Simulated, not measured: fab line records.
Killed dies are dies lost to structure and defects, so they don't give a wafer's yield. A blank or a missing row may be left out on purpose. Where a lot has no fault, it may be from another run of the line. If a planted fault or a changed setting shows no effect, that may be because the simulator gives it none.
fab line records	flow n5-finfet
record lots=7	wafers=21
route steps=1938 shown BEOL_M2@873 BEOL_M3@980 BEOL_M5@1120 BEOL_M7@1267
start-h: the number of hours between the record's first day and the start of the first shown wafer of the lot	wait-h: hours since the lot's step before	" identical to the entry in the row above	L1.1+2: a row that stands for several wafers	- either no value or no given start	* or withheld: withheld	< > ~ a bound
route shown NAME@n: NAME is a module with steps in the file, n the number in the route of the first one	usual: the fault-free wafers' mean and standard deviation	same: alike in all rows	chamber/n: place in a boat	sites: the reading at each site	_std_site: how widely they spread, as a standard deviation	_edge_site: mean of outer sites minus mean of inner sites	radius-mm: for every site, how far away it sits from the centre of the wafer	mask NAME#n: copy n	behind: the last tool/chamber to shape the wafer	hold: what put the lot on hold/how long, in hours/how the hold closed	device: which transistor (n, p or np) failed to switch	end of line: tests run on the same wafers once the route is complete	a step with no rows: only its recipe	killed: the dies lost at the first sort to structure and to defects; this is not the yield of the wafer	map: dies across one wafer; x = killed, . = not, _ = none there
set.NAME: the run value of the setting; set.NAME@STEP: its run value at that earlier step	model.NAME: the simulator's own value behind a step, which no gauge read
lots whose settings were changed on purpose; a table a step, a row a wafer
## steps
# step N5_BEOL_M2_EXPOSE_25
# recipe mask-id=V1	na=0.33	source-shape=quasar	sigma-inner=0.2	sigma-outer=0.8	polarization=unpolarized	defocus-nm=5	dose-mj=63
lot.wafer	tool	chamber	start-h	wait-h	mask	set.dose-mj
L075.1+2+4	euv-scanner-01	0	141.59	-	V1#0	63
L079.3+5	euv-scanner-02	0	162.92	-	V1#0	66.6
L079.4	"	0	"	"	V1#0	63
L086.2	euv-scanner-02	0	214.38	-	V1#0	63
L086.4+6	"	0	"	"	V1#0	59.82
L087.3+5+6	euv-scanner-02	0	219.04	-	V1#0	66.06
L091.2+4	euv-scanner-02	0	238.99	-	V1#0	59.96
L091.3	"	0	"	"	V1#0	63
L095.1+4	euv-scanner-02	0	272.51	-	V1#0	63
L095.5	"	0	"	"	V1#0	61.23
L096.3+4+5	euv-scanner-01	0	272.79	-	V1#0	59.81
# step N5_BEOL_M2_PEB_26
# recipe peb-temp-c=100	peb-time-s=60	resist=CAR-EUV
# step N5_BEOL_M2_DEVELOP_27
# recipe develop-time-s=30	developer=TMAH	resist=CAR-EUV	rinse-liquid=surfactant-rinse	dry=air-spin	dev-temp-c=23
# step N5_BEOL_M2_CD_MEAS_28
# recipe target-cd-nm=26.2	landing-energy-ev=500	detector=se-inlens	target-cd-y-nm=24.1	polarity=opening
# usual cd-nm=26.23/0.23
lot.wafer	tool	chamber	start-h	wait-h	set.dose-mj@BEOL_M2_EXPOSE_25	cd-nm
L075.1	cd-sem-01	0	141.74	-	63	26.23
L075.2	"	0	"	"	63	26.19
L075.4	"	0	"	"	63	26.31
L079.3	cd-sem-01	0	163.05	-	66.6	27.41
L079.4	"	0	"	"	63	25.95
L079.5	"	0	"	"	66.6	27.33
L086.2	cd-sem-02	0	214.52	-	63	26.23
L086.4	"	0	"	"	59.82	25.20
L086.6	"	0	"	"	59.82	25.23
L087.3	cd-sem-02	0	219.17	-	66.06	26.77
L087.5	"	0	"	"	66.06	26.64
L087.6	"	0	"	"	66.06	27.12
L091.2	cd-sem-03	0	239.12	-	59.96	25.55
L091.3	"	0	"	"	63	26.25
L091.4	"	0	"	"	59.96	25.59
L095.1	cd-sem-03	0	272.65	-	63	26.50
L095.4	"	0	"	"	63	26.18
L095.5	"	0	"	"	61.23	26.08
L096.3	cd-sem-02	0	272.92	-	59.81	25.25
L096.4	"	0	"	"	59.81	25.43
L096.5	"	0	"	"	59.81	24.94
# step N5_BEOL_M2_ALD_98
# recipe material=SiO2	target-thk-a=25	temp-c=100	ald-precursor-family=BDEAS	ald-co-reactant=O2-plasma	pulse-time-s=1	co-reactant-pulse-time-s=1	purge-time-s=2	co-reactant-purge-time-s=2	ald-cycles=17	pressure-torr=2
# step N5_BEOL_M2_ETCHBACK_99
# recipe chemistry=CHF3	target=SiO2	target-depth-a=50	time-s=10.4	source-w=215	bias-w=47	Ar_flow_sccm=200	CHF3_flow_sccm=12	ion-energy-ev=100	pressure-mtorr=30
# step N5_BEOL_M2_ETCH_70
# recipe chemistry=N2/H2	target=SOC	target-depth-a=800	overetch-a=240	mask-material=SiARC	temp-c=40	time-s=130	ion-energy-ev=200	pressure-mtorr=30	source-w=840	bias-w=150	n2-flow-sccm=200	h2-flow-sccm=200
lot.wafer	tool	chamber	start-h	wait-h	set.spin-rpm@BEOL_M2_COAT_67	model.etch.depth-nm
L075.1	rie-diel-02	0	143.62	0.0	1500	60.34
L075.2	"	2	"	"	1500	60.35
L075.4	"	3	"	"	1500	60.21
L079.3	rie-diel-06	1	168.68	0.0	1500	60.37
L079.4	"	3	"	"	1376	62.86
L079.5	"	3	"	"	1376	62.89
L086.2	rie-diel-05	1	217.49	0.0	1650	57.36
L086.4	"	0	"	"	1500	60.12
L086.6	"	1	"	"	1650	57.3
L087.3	rie-diel-06	3	219.84	0.0	1625	57.7
L087.5	"	1	"	"	1625	57.52
L087.6	"	2	"	"	1500	60.13
L091.2	rie-diel-05	1	243.01	0.0	1593	57.99
L091.3	"	2	"	"	1500	59.64
L091.4	"	3	"	"	1593	57.96
L095.1	rie-diel-02	0	273.65	0.0	1500	60.09
L095.4	"	1	"	"	1422	61.7
L095.5	"	3	"	"	1422	61.5
L096.3	rie-diel-06	1	278.10	0.0	1641	57.38
L096.4	"	0	"	"	1500	59.81
L096.5	"	0	"	"	1500	60.27
# step N5_BEOL_M2_STRIP_71
# recipe chemistry=N2/H2	temp-c=40	n2-flow-sccm=200	h2-flow-sccm=200	rf-frequency-hz=6e+07
# step N5_BEOL_M2_STRIP_78
# recipe chemistry=N2/H2	temp-c=40	n2-flow-sccm=200	h2-flow-sccm=200	rf-frequency-hz=6e+07
# step N5_BEOL_M2_VIA_ETCH_34
# recipe chemistry=C4F6/O2	target-depth-a=694	mask-material=SOC	pressure-mtorr=15	ion-energy-ev=250	taper-deg=4	time-s=65.9	source-w=350	bias-w=170	Ar_flow_sccm=300	C4F6_flow_sccm=10	O2_flow_sccm=10
lot.wafer	tool	chamber	start-h	wait-h	set.spin-rpm@BEOL_M2_COAT_67	model.SOC_of_BEOL_M2_COAT_67.thk-nm
L075.1+4	rie-diel-02	0,3	143.73	0.0	1500	52.2
L075.2	"	2	"	"	1500	52.4
L079.3	rie-diel-06	1	168.79	0.0	1500	52.4
L079.4+5	"	3	"	"	1376	54.6
L086.2	rie-diel-05	1	217.60	0.0	1650	49.2
L086.4	"	0	"	"	1500	52
L086.6	"	1	"	"	1650	49
L087.3+5	rie-diel-06	3,1	219.95	0.0	1625	49.4
L087.6	"	2	"	"	1500	52
L091.2	rie-diel-05	1	243.11	0.0	1593	50
L091.3	"	2	"	"	1500	51.6
L091.4	"	3	"	"	1593	50.2
L095.1	rie-diel-02	0	273.76	0.0	1500	52
L095.4	"	1	"	"	1422	53.6
L095.5	"	3	"	"	1422	53.4
L096.3	rie-diel-06	1	278.20	0.0	1641	49.2
L096.4	"	0	"	"	1500	51.8
L096.5	"	0	"	"	1500	52.2
# step N5_BEOL_M2_STRIP_83
# recipe chemistry=C4F6/O2	resist=SiARC	rf-frequency-hz=6e+07
# step N5_BEOL_M2_STRIP_36
# recipe chemistry=N2/H2	power-w=450	temp-c=40	pressure-mtorr=20	rf-frequency-hz=6e+07	overash-fraction=0.3	bias-power-w=7	h2-frac=0.5	n2-flow-sccm=200	h2-flow-sccm=200
# step N5_BEOL_M2_STRIP_97
# recipe chemistry=N2/H2	time-s=10	power-w=450	temp-c=40	pressure-mtorr=20	rf-frequency-hz=6e+07	bias-power-w=7	n2-flow-sccm=200	h2-flow-sccm=200
# step N5_BEOL_M2_HM_STRIP_39
# recipe chemistry=peroxide-tin-strip	material=TiN	target-depth-a=250	temp-c=50	time-s=158
lot.wafer	tool	chamber	start-h	wait-h	set.time-s@BEOL_M2_PECVD_72	model.SiO2_of_BEOL_M2_PECVD_72.thk-nm
L075.1	wet-bench-01	1	144.02	0.0	18	15.4
L075.2	"	5	"	"	18	15.6
L075.4	"	7	"	"	18	15.8
L079.3	wet-bench-03	4	169.07	0.0	18	15.8
L079.4	"	2	"	"	16.25	14.8
L079.5	"	1	"	"	16.25	14.6
L086.2	wet-bench-01	3	217.88	0.0	18	15.8
L086.4+6	"	5,0	"	"	18	16.2
L087.3+6	wet-bench-06	3,7	220.24	0.0	18	16.2
L087.5	"	4	"	"	18	16
L091.2	wet-bench-03	2	243.40	0.0	18	15.4
L091.3	"	0	"	"	18	15.6
L091.4	"	3	"	"	16.17	14.2
L095.1	wet-bench-03	3	274.05	0.0	18	16
L095.4	"	4	"	"	18	16.2
L095.5	"	6	"	"	18	16.4
L096.3	wet-bench-01	4	278.49	0.0	19.45	16.6
L096.4	"	5	"	"	18	16
L096.5	"	7	"	"	18	15.8
# step N5_BEOL_M3_TRENCH_ETCH_37
# recipe chemistry=C4F6/O2	target-depth-a=555.55	target=SiOC	time-s=29.2	ion-energy-ev=250	pressure-mtorr=30	source-w=355	bias-w=185	Ar_flow_sccm=300	C4F6_flow_sccm=10	O2_flow_sccm=10
lot.wafer	tool	chamber	start-h	wait-h	set.time-s	model.BEOL_M3.feature-depth-nm	model.etch.depth-nm
L075.1	rie-diel-04	2	-	-	29.2	55.6	55.66
L075.2	"	3	"	"	29.2	55.6	55.6
L075.4	"	3	"	"	29.2	55.6	55.67
L079.3	rie-diel-04	2	-	-	35.13	66.2	66.18
L079.4	"	0	"	"	29.2	55	54.92
L079.5	"	3	"	"	29.2	54.6	54.52
L086.2	rie-diel-04	3	-	-	34.84	64.8	64.76
L086.4	"	0	"	"	29.2	54.2	54.28
L086.6	"	3	"	"	29.2	54.6	54.65
L087.3	rie-diel-03	2	-	-	33.18	63	63.01
L087.5	"	0	"	"	29.2	56	55.95
L087.6	"	1	"	"	29.2	55.4	55.31
L091.2	rie-diel-01	3	-	-	33.06	64	64.07
L091.3	"	0	"	"	33.06	64.6	64.58
L091.4	"	2	"	"	29.2	57.8	57.78
L095.1	rie-diel-01	1	-	-	24.13	46	46.06
L095.4	"	2	"	"	29.2	56.4	56.47
L095.5	"	1	"	"	24.13	46.4	46.45
L096.3	rie-diel-01	0	-	-	26.28	50.6	50.64
L096.4	"	2	"	"	26.28	51.2	51.12
L096.5	"	0	"	"	29.2	56.2	56.29
# step N5_BEOL_M3_ETCH_41
# recipe chemistry=CH3F/O2	target=SiCN	target-depth-a=299	taper-deg=2	time-s=52.5	ion-energy-ev=120	mask-material=TiN	pressure-mtorr=30	source-w=395	bias-w=75	Ar_flow_sccm=150	CH3F_flow_sccm=30	O2_flow_sccm=20
lot.wafer	tool	chamber	start-h	wait-h	set.target-depth-a	model.etch.depth-nm
L075.1	rie-diel-04	2	-	-	299	19.8
L075.2	"	3	"	"	299	19.84
L075.4	"	3	"	"	299	19.82
L079.3	rie-diel-04	2	-	-	317	20.81
L079.4	"	0	"	"	317	20.66
L079.5	"	3	"	"	299	19.61
L086.2	rie-diel-04	3	-	-	263.1	17.4
L086.4	"	0	"	"	263.1	17.43
L086.6	"	3	"	"	299	19.73
L087.3	rie-diel-03	2	-	-	299	20.02
L087.5	"	0	"	"	332.9	22.35
L087.6	"	1	"	"	299	19.94
L091.2	rie-diel-01	3	-	-	272.8	18.37
L091.3	"	0	"	"	299	20.25
L091.4	"	2	"	"	299	20.53
L095.1	rie-diel-01	1	-	-	299	20.31
L095.4	"	2	"	"	299	20.46
L095.5	"	1	"	"	299	20.44
L096.3	rie-diel-01	0	-	-	265	17.62
L096.4	"	2	"	"	265	17.86
L096.5	"	0	"	"	299	19.93
# step N5_BEOL_M3_STRIP_97
# recipe chemistry=N2/H2	time-s=10	power-w=450	temp-c=40	pressure-mtorr=20	rf-frequency-hz=6e+07	bias-power-w=7	n2-flow-sccm=200	h2-flow-sccm=200
# step N5_BEOL_M3_OCD_MEAS_38
# usual trench-depth-nm=55.9/0.88
lot.wafer	tool	chamber	start-h	wait-h	set.time-s@BEOL_M3_TRENCH_ETCH_37	trench-depth-nm
L075.1	ocd-01	-	154.57	-	29.2	55.7
L075.2	"	-	"	"	29.2	55.9
L075.4	"	-	"	"	29.2	55.9
L079.3	ocd-01	-	176.36	-	35.13	66.3
L079.4	"	-	"	"	29.2	55.2
L079.5	"	-	"	"	29.2	54.5
L086.2	ocd-02	-	230.14	-	34.84	64.8
L086.4	"	-	"	"	29.2	54.0
L086.6	"	-	"	"	29.2	54.8
L087.3	ocd-02	-	233.21	-	33.18	62.9
L087.5	"	-	"	"	29.2	55.8
L087.6	"	-	"	"	29.2	55.5
L091.2	ocd-02	-	261.18	-	33.06	63.7
L091.3	"	-	"	"	33.06	64.7
L091.4	"	-	"	"	29.2	58.4
L095.1	ocd-02	-	289.14	-	24.13	46.3
L095.4	"	-	"	"	29.2	56.7
L095.5	"	-	"	"	24.13	47.2
L096.3	ocd-02	-	289.91	-	26.28	50.8
L096.4	"	-	"	"	26.28	51.3
L096.5	"	-	"	"	29.2	56.1
# step N5_BEOL_M5_COAT_05
# recipe resist=CAR-EUV	spin-rpm=1500	resist-thk-nm=30
lot.wafer	tool	chamber	start-h	wait-h	set.spin-rpm	model.CAR-EUV_of_BEOL_M5_COAT_05.thk-nm
L075.1+2+4	litho-track-05	0	-	-	1500	30
L079.3+4+5	litho-track-03	0	-	-	1500	30
L086.2	litho-track-02	0	-	-	1417	31
L086.4+6	"	0	"	"	1500	30
L087.3	litho-track-02	0	-	-	1500	29.8
L087.5+6	"	0	"	"	1500	30
L091.2+4	litho-track-02	0	-	-	1605	29
L091.3	"	0	"	"	1500	29.8
L095.1	litho-track-03	0	-	-	1500	29.8
L095.4	"	0	"	"	1500	30
L095.5	"	0	"	"	1457	30.4
L096.3	litho-track-05	0	-	-	1603	29.2
L096.4+5	"	0	"	"	1500	30.2
# step N5_BEOL_M5_EBR_07
# recipe solvent=PGMEA	ebr-width-mm=1.5
# step N5_BEOL_M5_SOFTBAKE_06
# recipe temp-c=110	time-s=60	resist=CAR-EUV
# step N5_BEOL_M5_EXPOSE_08
# recipe mask-id=M5	na=0.33	source-shape=annular	sigma-inner=0.4	sigma-outer=0.8	polarization=unpolarized	target-cd-nm=28	dose-mj=35.75
# step N5_BEOL_M5_PEB_09
# recipe peb-temp-c=100	peb-time-s=60	resist=CAR-EUV
# step N5_BEOL_M5_DEVELOP_10
# recipe develop-time-s=30	developer=TMAH	resist=CAR-EUV	rinse-liquid=surfactant-rinse	dry=air-spin	dev-temp-c=23
lot.wafer	tool	chamber	start-h	wait-h	set.spin-rpm@BEOL_M5_COAT_05	model.CAR-EUV_of_BEOL_M5_COAT_05.thk-nm
L075.1+2+4	litho-track-03	0	-	-	1500	29.6
L079.3+5	litho-track-02	0	-	-	1500	29.6
L079.4	"	0	"	"	1500	29.4
L086.2	litho-track-05	0	-	-	1417	30.6
L086.4	"	0	"	"	1500	29.4
L086.6	"	0	"	"	1500	29.6
L087.3+5	litho-track-02	0	-	-	1500	29.4
L087.6	"	0	"	"	1500	29.6
L091.2+4	litho-track-02	0	-	-	1605	28.6
L091.3	"	0	"	"	1500	29.4
L095.1	litho-track-05	0	-	-	1500	29.2
L095.4	"	0	"	"	1500	29.4
L095.5	"	0	"	"	1457	29.8
L096.3	litho-track-03	0	-	-	1603	28.6
L096.4+5	"	0	"	"	1500	29.6
# step N5_BEOL_M7_HM_DEP_02
# recipe material=TiN	target-thk-a=200	temp-c=25	chamber-pressure-pa=0.49996
lot.wafer	tool	chamber	start-h	wait-h	set.target-thk-a	model.TiN_of_BEOL_M7_HM_DEP_02.thk-nm
L075.1+4	pvd-sputter-03	-	198.08	0.8	200	20
L075.2	"	-	"	"	200	19.8
L079.3+4	pvd-sputter-03	-	219.34	0.0	200	19.8
L079.5	"	-	"	"	183.2	18
L086.2	pvd-sputter-03	-	269.32	0.7	200	20
L086.4+6	"	-	"	"	200	19.8
L087.3+5	pvd-sputter-02	-	274.17	0.9	200	19.8
L087.6	"	-	"	"	186.1	18.6
L091.2	pvd-sputter-02	-	300.45	0.3	214.7	21.4
L091.3	"	-	"	"	214.7	21.2
L091.4	"	-	"	"	200	20
L095.1+4+5	pvd-sputter-02	-	328.82	1.3	200	20.2
L096.3+5	pvd-sputter-02	-	329.02	1.0	200	20.2
L096.4	"	-	"	"	200	20.4
## key
split step=N5_BEOL_M2_EXPOSE_25	setting=dose-mj	stated=63	by=wafer
response step=N5_BEOL_M2_CD_MEAS_28	reading=cd-nm	change=+0.193	per=1%	r=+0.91
split step=N5_BEOL_M3_TRENCH_ETCH_37	setting=time-s	stated=29.2	by=wafer
response step=N5_BEOL_M3_TRENCH_ETCH_37	reading=model.BEOL_M3.feature-depth-nm	change=+0.548	per=1%	r=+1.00
response step=N5_BEOL_M3_TRENCH_ETCH_37	reading=model.etch.depth-nm	change=+0.549	per=1%	r=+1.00
response step=N5_BEOL_M3_OCD_MEAS_38	reading=trench-depth-nm	change=+0.538	per=1%	r=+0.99
split step=N5_BEOL_M3_ETCH_41	setting=target-depth-a	stated=299	by=wafer
response step=N5_BEOL_M3_ETCH_41	reading=model.etch.depth-nm	change=+0.202	per=1%	r=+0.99
split step=N5_BEOL_M5_COAT_05	setting=spin-rpm	stated=1500	by=wafer
response step=N5_BEOL_M5_COAT_05	reading=model.CAR-EUV_of_BEOL_M5_COAT_05.thk-nm	change=-0.144	per=1%	r=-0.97
response step=N5_BEOL_M5_DEVELOP_10	reading=model.CAR-EUV_of_BEOL_M5_COAT_05.thk-nm	change=-0.148	per=1%	r=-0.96
split step=N5_BEOL_M7_HM_DEP_02	setting=target-thk-a	stated=200	by=wafer
response step=N5_BEOL_M7_HM_DEP_02	reading=model.TiN_of_BEOL_M7_HM_DEP_02.thk-nm	change=+0.191	per=1%	r=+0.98
split outside-this-file step=N5_BEOL_M2_PECVD_72 setting=time-s
split outside-this-file step=N5_BEOL_M2_COAT_67 setting=spin-rpm
# split outside-this-file: this setting was split too, and the file shows its column; the key of that split is in another file
